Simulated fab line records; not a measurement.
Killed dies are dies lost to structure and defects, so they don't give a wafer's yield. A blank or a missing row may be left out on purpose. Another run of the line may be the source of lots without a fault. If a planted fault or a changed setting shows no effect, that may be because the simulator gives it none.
Chamber matching :: flow nand-harc :: pecvd-04 running NHARC_P_CONTACT_DEP_30: 3 sister chambers
The step deposits SiNx, target thk 30 nm. 27 wafers are shown with their chamber, then 12 later ones without.

EACH WAFER AND ITS CHAMBER
wafer: L075.1
chamber: 0
heater-power-outer-w (W): 568
heater-power-w (W): 878

wafer: L075.2
chamber: 2
heater-power-outer-w (W): 399
heater-power-w (W): 664

wafer: L075.3
chamber: 1
heater-power-outer-w (W): 603
heater-power-w (W): 867

wafer: L075.4
chamber: 0
heater-power-outer-w (W): 590
heater-power-w (W): 901

wafer: L075.5
chamber: 1
heater-power-outer-w (W): 579
heater-power-w (W): 857

wafer: L075.6
chamber: 2
heater-power-outer-w (W): 411
heater-power-w (W): 655

wafer: L079.2
chamber: 0
heater-power-outer-w (W): 588
heater-power-w (W): 945

wafer: L079.5
chamber: 1
heater-power-outer-w (W): 594
heater-power-w (W): 815

wafer: L079.6
chamber: 0
heater-power-outer-w (W): 440
heater-power-w (W): 757

wafer: L080.1
chamber: 0
heater-power-outer-w (W): 461
heater-power-w (W): 774

wafer: L080.2
chamber: 1
heater-power-outer-w (W): 599
heater-power-w (W): 837

wafer: L080.4
chamber: 1
heater-power-outer-w (W): 585
heater-power-w (W): 829

wafer: L081.1
chamber: 1
heater-power-outer-w (W): 500
heater-power-w (W): 720

wafer: L081.2
chamber: 2
heater-power-outer-w (W): 350
heater-power-w (W): 588

wafer: L081.4
chamber: 1
heater-power-outer-w (W): 497
heater-power-w (W): 715

wafer: L084.1
chamber: 1
heater-power-outer-w (W): 524
heater-power-w (W): 755

wafer: L084.3
chamber: 2
heater-power-outer-w (W): 344
heater-power-w (W): 593

wafer: L084.5
chamber: 1
heater-power-outer-w (W): 522
heater-power-w (W): 772

wafer: L088.1
chamber: 2
heater-power-outer-w (W): 370
heater-power-w (W): 630

wafer: L088.4
chamber: 0
heater-power-outer-w (W): 515
heater-power-w (W): 853

wafer: L088.6
chamber: 1
heater-power-outer-w (W): 606
heater-power-w (W): 874

wafer: L087.1
chamber: 0
heater-power-outer-w (W): 459
heater-power-w (W): 768

wafer: L087.4
chamber: 0
heater-power-outer-w (W): 474
heater-power-w (W): 788

wafer: L087.6
chamber: 1
heater-power-outer-w (W): 531
heater-power-w (W): 781

wafer: L091.1
chamber: 0
heater-power-outer-w (W): 534
heater-power-w (W): 874

wafer: L091.2
chamber: 2
heater-power-outer-w (W): 331
heater-power-w (W): 575

wafer: L091.3
chamber: 1
heater-power-outer-w (W): 497
heater-power-w (W): 712

SIGNATURES (averages over the wafers above)
reading: heater-power-outer-w
chamber 0: 514.33
chamber 1: 553.08
chamber 2: 367.50
scatter within a chamber: 47.8

reading: heater-power-w
chamber 0: 837.56
chamber 1: 794.50
chamber 2: 617.50
scatter within a chamber: 59
Rule: a wafer lies at a distance from a chamber equal to the root of the sum of squares, over the readings, of (its reading less the chamber's mean, divided by the reading's scatter). The wafer belongs to the nearest chamber; if the next one is less than 2 further off, it can't be placed. How the scatter is found: for the shown wafers, subtract from each reading the mean of its chamber, square and add these, divide the total by (wafers less chambers), then take the root.

WAFERS WITH NO CHAMBER GIVEN
wafer: L092.3
heater-power-outer-w (W): 477
heater-power-w (W): 817

wafer: L092.4
heater-power-outer-w (W): 601
heater-power-w (W): 831

wafer: L092.6
heater-power-outer-w (W): 479
heater-power-w (W): 789

wafer: L094.1
heater-power-outer-w (W): 605
heater-power-w (W): 854

wafer: L094.3
heater-power-outer-w (W): 362
heater-power-w (W): 587

wafer: L094.4
heater-power-outer-w (W): 453
heater-power-w (W): 761

wafer: L096.1
heater-power-outer-w (W): 505
heater-power-w (W): 830

wafer: L096.3
heater-power-outer-w (W): 337
heater-power-w (W): 598

wafer: L096.6
heater-power-outer-w (W): 496
heater-power-w (W): 711

wafer: L097.1
heater-power-outer-w (W): 526
heater-power-w (W): 729

wafer: L097.2
heater-power-outer-w (W): 299
heater-power-w (W): 523

wafer: L097.5
heater-power-outer-w (W): 500
heater-power-w (W): 732

WHICH CHAMBER EACH WENT THROUGH
wafer: L092.3
from the rows above: can't be placed: 0 or 1
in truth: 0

wafer: L092.4
from the rows above: can't be placed: 1 or 0
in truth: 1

wafer: L092.6
from the rows above: can't be placed: 0 or 1
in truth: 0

wafer: L094.1
from the rows above: can't be placed: 1 or 0
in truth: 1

wafer: L094.3
from the rows above: 2
in truth: 2

wafer: L094.4
from the rows above: can't be placed: 0 or 1 or 2
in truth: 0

wafer: L096.1
from the rows above: can't be placed: 0 or 1
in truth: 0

wafer: L096.3
from the rows above: 2
in truth: 2

wafer: L096.6
from the rows above: can't be placed: 1 or 0 or 2
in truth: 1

wafer: L097.1
from the rows above: can't be placed: 1 or 0
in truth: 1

wafer: L097.2
from the rows above: 2
in truth: 2

wafer: L097.5
from the rows above: can't be placed: 1 or 0 or 2
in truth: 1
3 of 12 placed correctly. Unplaceable from these rows: 9, with the true chamber sitting among the candidates in 9. Wrongly placed: 0.
